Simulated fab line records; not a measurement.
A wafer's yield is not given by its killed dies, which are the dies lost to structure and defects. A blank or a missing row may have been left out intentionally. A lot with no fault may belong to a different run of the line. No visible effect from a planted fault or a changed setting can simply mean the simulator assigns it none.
Matching of chambers + flow n5_finfet + N5_GATE_CUT_PECVD_57 on pecvd-01: 3 sister chambers
The step deposits SiNx from SiH4/NH3/N2, target thk 21 nm. 18 wafers are shown with their chamber, then 9 later ones without.

WAFERS, EACH WITH ITS CHAMBER
| wafer  | chamber | throttle_valve_pct (%) | showerhead_plenum_p_Torr (Torr) | heater_power_w (W) |
|--------|---------|------------------------|---------------------------------|--------------------|
| L074.2 | 0       | 42.1                   | 5.08                            | 621                |
| L074.3 | 1       | 44.9                   | 5.21                            | 816                |
| L074.6 | 0       | 42.4                   | 5.07                            | 653                |
| L085.3 | 0       | 41.8                   | 5.06                            | 525                |
| L085.5 | 0       | 41.9                   | 5.08                            | 522                |
| L085.6 | 2       | 39.3                   | 5.21                            | 742                |
| L088.1 | 1       | 45.1                   | 5.22                            | 772                |
| L088.2 | 2       | 39.3                   | 5.21                            | 792                |
| L088.4 | 2       | 39.4                   | 5.20                            | 824                |
| L089.2 | 1       | 44.9                   | 5.23                            | 836                |
| L089.4 | 2       | 39.3                   | 5.21                            | 824                |
| L089.5 | 0       | 42.5                   | 5.09                            | 638                |
| L091.1 | 2       | 39.4                   | 5.21                            | 752                |
| L091.2 | 1       | 45.2                   | 5.22                            | 843                |
| L091.4 | 2       | 39.5                   | 5.20                            | 737                |
| L092.3 | 1       | 44.8                   | 5.23                            | 754                |
| L092.5 | 1       | 45.3                   | 5.22                            | 744                |
| L092.6 | 0       | 42.1                   | 5.07                            | 629                |

SIGNATURES (averages over the wafers above)
| reading                  | chamber 0 | chamber 1 | chamber 2 | scatter within a chamber |
|--------------------------|-----------|-----------|-----------|--------------------------|
| throttle_valve_pct       | 42.133    | 45.033    | 39.367    | 0.2                      |
| showerhead_plenum_p_Torr | 5.0750    | 5.2217    | 5.2067    | 0.00803                  |
| heater_power_w           | 598.00    | 794.17    | 778.50    | 48                       |
Rule: distance of a wafer from a chamber = root of the sum over the readings of ((wafer's reading minus chamber's mean) / reading's scatter) squared. If the next closest chamber is less than 2 further off than the closest, the wafer can't be placed; otherwise it belongs to the closest. The scatter: take each reading less its chamber's mean, square it, sum over the shown wafers, divide by the number of wafers less the number of chambers, and take the root.

WAFERS MISSING THEIR CHAMBER
| wafer  | throttle_valve_pct (%) | showerhead_plenum_p_Torr (Torr) | heater_power_w (W) |
|--------|------------------------|---------------------------------|--------------------|
| L093.4 | 45.0                   | 5.21                            | 799                |
| L093.5 | 42.1                   | 5.08                            | 628                |
| L093.6 | 44.9                   | 5.23                            | 825                |
| L095.1 | 45.0                   | 5.22                            | 839                |
| L095.3 | 39.4                   | 5.22                            | 725                |
| L095.6 | 39.3                   | 5.20                            | 720                |
| L097.1 | 42.3                   | 5.08                            | 633                |
| L097.4 | 45.0                   | 5.20                            | 815                |
| L097.6 | 39.1                   | 5.21                            | 770                |

THE CHAMBER EACH PASSED THROUGH
| wafer  | from the rows above | in truth |
|--------|---------------------|----------|
| L093.4 | 1                   | 1        |
| L093.5 | 0                   | 0        |
| L093.6 | 1                   | 1        |
| L095.1 | 1                   | 1        |
| L095.3 | 2                   | 2        |
| L095.6 | 2                   | 2        |
| L097.1 | 0                   | 0        |
| L097.4 | 1                   | 1        |
| L097.6 | 2                   | 2        |
9 of 9 placed correctly. From these rows, 0 cannot be placed. 0 placed wrongly.
